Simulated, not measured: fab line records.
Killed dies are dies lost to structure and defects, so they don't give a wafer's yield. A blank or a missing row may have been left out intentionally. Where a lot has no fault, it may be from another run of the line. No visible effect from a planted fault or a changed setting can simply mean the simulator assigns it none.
fab line records || flow n5-finfet
record: {"lots": 7, "wafers": 21, "last-day": 17}
route steps=1938 shown START@1 ZERO_LAYER@2
lots that met no fault: from a run of the same line without faults
start-h: start of the lot's first displayed wafer, in hours after the record's first day || wait-h: hours from the lot's prior step to this one || " repeats the value in the row above || L1.1+2: several wafers, shown together as one row || - no value, or no start given || * or withheld: withheld || < > ~ a bound
route shown NAME@n: names a module that has steps shown in the file, with the first one's number in the route || usual: the fault-free wafers' mean and standard deviation || same: alike in all rows || chamber/n: place in a boat || sites: the reading at each site || _std_site: the standard deviation of these || _edge_site: mean of outer sites minus mean of inner sites || radius-mm: how far each site lies from the wafer's centre || mask NAME#n: copy n || behind: tool/chamber where the wafer was last shaped || hold: why the lot went on hold/how many hours it stayed there/how the hold came to an end || device: the n, p or np transistor that did not switch || end of line: tests of these same wafers at the route's end || step lacking rows: just its recipe || killed: dies that structure and defects cost at the first sort, which is not the same as the wafer's yield || map: the dies of a wafer, with x for killed, . for not killed, _ for no die there
set.NAME: the run value of the setting; set.NAME@STEP: its run value at that earlier step || model.NAME: the simulator's own value behind a step, which no gauge read
lots seen at some steps along the route; tables by step, rows by wafer
services: the hour from which a tool's chamber was out of use, counted from the record's first day as start-h (under 0 if before that day), plus the number of hours and why
== steps ==
step: N5_START_INSPECT_01
recipe: {"inspect-instrument": "unpatterned-scan", "mode": "incoming"}
usual: {"raw-defect-count": "5.7/2.3"}
{"lot.wafer": "L410.1", "tool": "defect-inspect-02", "chamber": "-", "start-h": 42.03, "wait-h": "-", "raw-defect-count": 5}
{"lot.wafer": "L410.2", "tool": "defect-inspect-02", "chamber": "-", "start-h": 42.03, "wait-h": "-", "raw-defect-count": 1}
{"lot.wafer": "L410.5", "tool": "defect-inspect-02", "chamber": "-", "start-h": 42.03, "wait-h": "-", "raw-defect-count": 6}
{"lot.wafer": "L412.1", "tool": "defect-inspect-01", "chamber": "-", "start-h": 54.03, "wait-h": "-", "raw-defect-count": 5}
{"lot.wafer": "L412.5", "tool": "defect-inspect-01", "chamber": "-", "start-h": 54.03, "wait-h": "-", "raw-defect-count": 5}
{"lot.wafer": "L412.6", "tool": "defect-inspect-01", "chamber": "-", "start-h": 54.03, "wait-h": "-", "raw-defect-count": 5}
{"lot.wafer": "L413.1", "tool": "defect-inspect-01", "chamber": "-", "start-h": 60.03, "wait-h": "-", "raw-defect-count": 5}
{"lot.wafer": "L413.3", "tool": "defect-inspect-01", "chamber": "-", "start-h": 60.03, "wait-h": "-", "raw-defect-count": 11}
{"lot.wafer": "L413.5", "tool": "defect-inspect-01", "chamber": "-", "start-h": 60.03, "wait-h": "-", "raw-defect-count": 9}
{"lot.wafer": "L414.4", "tool": "defect-inspect-01", "chamber": "-", "start-h": 66.04, "wait-h": "-", "raw-defect-count": 9}
{"lot.wafer": "L414.5", "tool": "defect-inspect-01", "chamber": "-", "start-h": 66.04, "wait-h": "-", "raw-defect-count": 6}
{"lot.wafer": "L414.6", "tool": "defect-inspect-01", "chamber": "-", "start-h": 66.04, "wait-h": "-", "raw-defect-count": 5}
{"lot.wafer": "L423.3", "tool": "defect-inspect-02", "chamber": "-", "start-h": 120.03, "wait-h": "-", "raw-defect-count": 10}
{"lot.wafer": "L423.5", "tool": "defect-inspect-02", "chamber": "-", "start-h": 120.03, "wait-h": "-", "raw-defect-count": 5}
{"lot.wafer": "L423.6", "tool": "defect-inspect-02", "chamber": "-", "start-h": 120.03, "wait-h": "-", "raw-defect-count": 6}
{"lot.wafer": "L426.1", "tool": "defect-inspect-02", "chamber": "-", "start-h": 138.03, "wait-h": "-", "raw-defect-count": 4}
{"lot.wafer": "L426.2", "tool": "defect-inspect-02", "chamber": "-", "start-h": 138.03, "wait-h": "-", "raw-defect-count": 5}
{"lot.wafer": "L426.5", "tool": "defect-inspect-02", "chamber": "-", "start-h": 138.03, "wait-h": "-", "raw-defect-count": 6}
{"lot.wafer": "L427.2", "tool": "defect-inspect-01", "chamber": "-", "start-h": 144.03, "wait-h": "-", "raw-defect-count": 4}
{"lot.wafer": "L427.3", "tool": "defect-inspect-01", "chamber": "-", "start-h": 144.03, "wait-h": "-", "raw-defect-count": 5}
{"lot.wafer": "L427.6", "tool": "defect-inspect-01", "chamber": "-", "start-h": 144.03, "wait-h": "-", "raw-defect-count": 2}
step: N5_ZERO_LAYER_PRECLEAN_00
recipe: {"chemistry": "SPM", "time-s": 600, "temp-c": 120, "mix": "4:1"}
step: N5_ZERO_LAYER_SRD_01
recipe: {"time-s": 30, "temp-c": 23, "rinse-liquid": "diw", "dry": "n2-spin", "spin-rpm": 1500, "dry-time-s": 30}
step: N5_ZERO_LAYER_PECVD_02
recipe: {"material": "SiO2", "target-thk-a": 100, "temp-c": 400, "precursor": "SiH4/N2O", "pressure-torr": 0.75, "rf-w": 275, "time-s": 6}
usual: {"heater-power-w": "756/130", "showerhead-plenum-p-Torr": "8.11/0.18"}
{"lot.wafer": "L410.1", "tool": "pecvd-04", "chamber": 1, "start-h": 42.30, "wait-h": 0.0, "heater-power-w": 566, "showerhead-plenum-p-Torr": 7.87}
{"lot.wafer": "L410.2", "tool": "pecvd-04", "chamber": 0, "start-h": 42.30, "wait-h": 0.0, "heater-power-w": 572, "showerhead-plenum-p-Torr": 8.05}
{"lot.wafer": "L410.5", "tool": "pecvd-04", "chamber": 0, "start-h": 42.30, "wait-h": 0.0, "heater-power-w": 585, "showerhead-plenum-p-Torr": 8.04}
{"lot.wafer": "L412.1", "tool": "pecvd-04", "chamber": 0, "start-h": 54.28, "wait-h": 0.0, "heater-power-w": 630, "showerhead-plenum-p-Torr": 8.06}
{"lot.wafer": "L412.5", "tool": "pecvd-04", "chamber": 2, "start-h": 54.28, "wait-h": 0.0, "heater-power-w": 903, "showerhead-plenum-p-Torr": 8.45}
{"lot.wafer": "L412.6", "tool": "pecvd-04", "chamber": 1, "start-h": 54.28, "wait-h": 0.0, "heater-power-w": 581, "showerhead-plenum-p-Torr": 7.87}
{"lot.wafer": "L413.1", "tool": "pecvd-04", "chamber": 0, "start-h": 60.28, "wait-h": 0.0, "heater-power-w": 643, "showerhead-plenum-p-Torr": 8.05}
{"lot.wafer": "L413.3", "tool": "pecvd-04", "chamber": 1, "start-h": 60.28, "wait-h": 0.0, "heater-power-w": 604, "showerhead-plenum-p-Torr": 7.88}
{"lot.wafer": "L413.5", "tool": "pecvd-04", "chamber": 1, "start-h": 60.28, "wait-h": 0.0, "heater-power-w": 599, "showerhead-plenum-p-Torr": 7.86}
{"lot.wafer": "L414.4", "tool": "pecvd-01", "chamber": 0, "start-h": 66.31, "wait-h": 0.1, "heater-power-w": 782, "showerhead-plenum-p-Torr": 8.23}
{"lot.wafer": "L414.5", "tool": "pecvd-01", "chamber": 1, "start-h": 66.31, "wait-h": 0.1, "heater-power-w": 865, "showerhead-plenum-p-Torr": 8.06}
{"lot.wafer": "L414.6", "tool": "pecvd-01", "chamber": 0, "start-h": 66.31, "wait-h": 0.1, "heater-power-w": 766, "showerhead-plenum-p-Torr": 8.23}
{"lot.wafer": "L423.3", "tool": "pecvd-01", "chamber": 2, "start-h": 120.28, "wait-h": 0.0, "heater-power-w": 925, "showerhead-plenum-p-Torr": 8.25}
{"lot.wafer": "L423.5", "tool": "pecvd-01", "chamber": 2, "start-h": 120.28, "wait-h": 0.0, "heater-power-w": 922, "showerhead-plenum-p-Torr": 8.25}
{"lot.wafer": "L423.6", "tool": "pecvd-01", "chamber": 0, "start-h": 120.28, "wait-h": 0.0, "heater-power-w": 767, "showerhead-plenum-p-Torr": 8.22}
{"lot.wafer": "L426.1", "tool": "pecvd-04", "chamber": 1, "start-h": 138.28, "wait-h": 0.0, "heater-power-w": 581, "showerhead-plenum-p-Torr": 7.89}
{"lot.wafer": "L426.2", "tool": "pecvd-04", "chamber": 0, "start-h": 138.28, "wait-h": 0.0, "heater-power-w": 640, "showerhead-plenum-p-Torr": 8.05}
{"lot.wafer": "L426.5", "tool": "pecvd-04", "chamber": 2, "start-h": 138.28, "wait-h": 0.0, "heater-power-w": 909, "showerhead-plenum-p-Torr": 8.42}
{"lot.wafer": "L427.2", "tool": "pecvd-02", "chamber": 0, "start-h": 144.29, "wait-h": 0.0, "heater-power-w": 815, "showerhead-plenum-p-Torr": 8.01}
{"lot.wafer": "L427.3", "tool": "pecvd-02", "chamber": 1, "start-h": 144.29, "wait-h": 0.0, "heater-power-w": 751, "showerhead-plenum-p-Torr": 7.93}
{"lot.wafer": "L427.6", "tool": "pecvd-02", "chamber": 0, "start-h": 144.29, "wait-h": 0.0, "heater-power-w": 804, "showerhead-plenum-p-Torr": 7.99}
step: N5_ZERO_LAYER_HMDS_04
recipe: {"time-s": 60, "temp-c": 120}
step: N5_ZERO_LAYER_COAT_05
recipe: {"spin-rpm": 1500, "resist-thk-nm": 1000}
step: N5_ZERO_LAYER_EBR_07
recipe: {"solvent": "PGMEA", "ebr-width-mm": 1.5}
step: N5_ZERO_LAYER_SOFTBAKE_06
recipe: {"temp-c": 100, "time-s": 90}
step: N5_ZERO_LAYER_EXPOSE_08
recipe: {"mask-id": "ZERO", "na": 0.55, "source-shape": "conventional", "sigma-outer": 0.8, "polarization": "unpolarized", "defocus-nm": 0, "target-cd-nm": 2000, "dose-mj": 16.2}
step: N5_ZERO_LAYER_PEB_09
recipe: {"peb-temp-c": "withheld", "peb-time-s": "*"}
usual: {"chill-plate-temp-C": "*", "exhaust-pa": "45.2/0.76"}
{"lot.wafer": "L410.1", "tool": "litho-track-01", "chamber": 0, "start-h": 42.54, "wait-h": 0.1, "chill-plate-temp-C": "*", "exhaust-pa": 45.2}
{"lot.wafer": "L410.2", "tool": "litho-track-01", "chamber": 0, "start-h": 42.54, "wait-h": 0.1, "chill-plate-temp-C": "*", "exhaust-pa": 46.8}
{"lot.wafer": "L410.5", "tool": "litho-track-01", "chamber": 0, "start-h": 42.54, "wait-h": 0.1, "chill-plate-temp-C": "*", "exhaust-pa": 45.7}
{"lot.wafer": "L412.1", "tool": "litho-track-02", "chamber": "-", "start-h": 54.65, "wait-h": 0.1, "chill-plate-temp-C": "-", "exhaust-pa": "-"}
{"lot.wafer": "L412.5", "tool": "litho-track-02", "chamber": "-", "start-h": 54.65, "wait-h": 0.1, "chill-plate-temp-C": "-", "exhaust-pa": "-"}
{"lot.wafer": "L412.6", "tool": "litho-track-02", "chamber": "-", "start-h": 54.65, "wait-h": 0.1, "chill-plate-temp-C": "-", "exhaust-pa": "-"}
{"lot.wafer": "L413.1", "tool": "litho-track-01", "chamber": "-", "start-h": 60.52, "wait-h": 0.1, "chill-plate-temp-C": "-", "exhaust-pa": "-"}
{"lot.wafer": "L413.3", "tool": "litho-track-01", "chamber": "-", "start-h": 60.52, "wait-h": 0.1, "chill-plate-temp-C": "-", "exhaust-pa": "-"}
{"lot.wafer": "L413.5", "tool": "litho-track-01", "chamber": "-", "start-h": 60.52, "wait-h": 0.1, "chill-plate-temp-C": "-", "exhaust-pa": "-"}
{"lot.wafer": "L414.4", "tool": "litho-track-04", "chamber": "-", "start-h": 66.55, "wait-h": 0.0, "chill-plate-temp-C": "-", "exhaust-pa": "-"}
{"lot.wafer": "L414.5", "tool": "litho-track-04", "chamber": "-", "start-h": 66.55, "wait-h": 0.0, "chill-plate-temp-C": "-", "exhaust-pa": "-"}
{"lot.wafer": "L414.6", "tool": "litho-track-04", "chamber": "-", "start-h": 66.55, "wait-h": 0.0, "chill-plate-temp-C": "-", "exhaust-pa": "-"}
{"lot.wafer": "L423.3", "tool": "litho-track-01", "chamber": 0, "start-h": 120.52, "wait-h": 0.0, "chill-plate-temp-C": "*", "exhaust-pa": 44.0}
{"lot.wafer": "L423.5", "tool": "litho-track-01", "chamber": 0, "start-h": 120.52, "wait-h": 0.0, "chill-plate-temp-C": "*", "exhaust-pa": 45.5}
{"lot.wafer": "L423.6", "tool": "litho-track-01", "chamber": 0, "start-h": 120.52, "wait-h": 0.0, "chill-plate-temp-C": "*", "exhaust-pa": 44.7}
{"lot.wafer": "L426.1", "tool": "litho-track-01", "chamber": 0, "start-h": 138.52, "wait-h": 0.1, "chill-plate-temp-C": "*", "exhaust-pa": 45.3}
{"lot.wafer": "L426.2", "tool": "litho-track-01", "chamber": 0, "start-h": 138.52, "wait-h": 0.1, "chill-plate-temp-C": "*", "exhaust-pa": 44.7}
{"lot.wafer": "L426.5", "tool": "litho-track-01", "chamber": 0, "start-h": 138.52, "wait-h": 0.1, "chill-plate-temp-C": "*", "exhaust-pa": 45.4}
{"lot.wafer": "L427.2", "tool": "litho-track-01", "chamber": 0, "start-h": 144.65, "wait-h": 0.0, "chill-plate-temp-C": "*", "exhaust-pa": 43.5}
{"lot.wafer": "L427.3", "tool": "litho-track-01", "chamber": 0, "start-h": 144.65, "wait-h": 0.0, "chill-plate-temp-C": "*", "exhaust-pa": 45.2}
{"lot.wafer": "L427.6", "tool": "litho-track-01", "chamber": 0, "start-h": 144.65, "wait-h": 0.0, "chill-plate-temp-C": "*", "exhaust-pa": 45.3}
step: N5_ZERO_LAYER_DEVELOP_10
recipe: {"develop-time-s": 60, "rinse-liquid": "diw", "dry": "air-spin", "dev-temp-c": 21}
== services ==
{"tool": "pecvd-02", "chamber": 2, "start-h": 21.12, "hours": "-", "kind": "clean"}
{"tool": "pecvd-02", "chamber": 2, "start-h": 21.12, "hours": "-", "kind": "consumable-replace:showerhead"}
{"tool": "pecvd-02", "chamber": 2, "start-h": 21.12, "hours": 29.0, "kind": "scheduled-down"}
{"tool": "pecvd-02", "chamber": 2, "start-h": 21.12, "hours": 29.0, "kind": "vent-cycle"}
{"tool": "pecvd-02", "chamber": "-", "start-h": 31.69, "hours": 0.6, "kind": "repair"}
{"tool": "pecvd-01", "chamber": 0, "start-h": 46.65, "hours": 5.6, "kind": "repair"}
{"tool": "pecvd-01", "chamber": 2, "start-h": 59.28, "hours": 10.3, "kind": "repair"}
{"tool": "pecvd-01", "chamber": 0, "start-h": 60.62, "hours": 2.1, "kind": "scheduled-down"}
{"tool": "pecvd-02", "chamber": "-", "start-h": 60.92, "hours": 1.2, "kind": "repair"}
{"tool": "pecvd-01", "chamber": 2, "start-h": 72.25, "hours": 5.5, "kind": "scheduled-down"}
{"tool": "pecvd-04", "chamber": 2, "start-h": 74.17, "hours": 13.8, "kind": "repair"}
{"tool": "pecvd-02", "chamber": 2, "start-h": 79.20, "hours": 2.1, "kind": "scheduled-down"}
{"tool": "pecvd-02", "chamber": 2, "start-h": 90.41, "hours": 5.5, "kind": "scheduled-down"}
{"tool": "pecvd-02", "chamber": 0, "start-h": 95.88, "hours": 5.5, "kind": "scheduled-down"}
{"tool": "pecvd-04", "chamber": "-", "start-h": 108.50, "hours": 5.5, "kind": "pm"}
{"tool": "pecvd-04", "chamber": 0, "start-h": 120.21, "hours": 5.5, "kind": "scheduled-down"}
== key ==
first-sign: {"step": "N5_ZERO_LAYER_PEB_09", "reading": "tool-record", "direction": "missing"}
effect none on later readings
met-at N5_ZERO_LAYER_PEB_09
struck-wafers L412.1,L412.5,L412.6,L413.1,L413.3,L413.5,L414.4,L414.5,L414.6
later-rows-left-out L412.1,L412.5,L412.6,L413.1,L413.3,L413.5,L414.4,L414.5,L414.6
sort-left-out L412.1,L412.5,L412.6,L413.1,L413.3,L413.5,L414.4,L414.5,L414.6
onset-between 42.54 54.65
fault: {"kind": "skipped-step-whole", "tool": "litho-track-01,litho-track-02,litho-track-04", "chamber": "-", "onset-h": 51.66, "steps": "N5_ZERO_LAYER_PEB_09", "scope": "struck-lots-only"}
sort-left-out: the simulated sort isn't trusted on such a fault, so these wafers' sort isn't shown, and their yield isn't known
later-rows-left-out: the simulator's readings of these wafers behind a module that went badly wrong aren't trusted and aren't shown, but for the sort
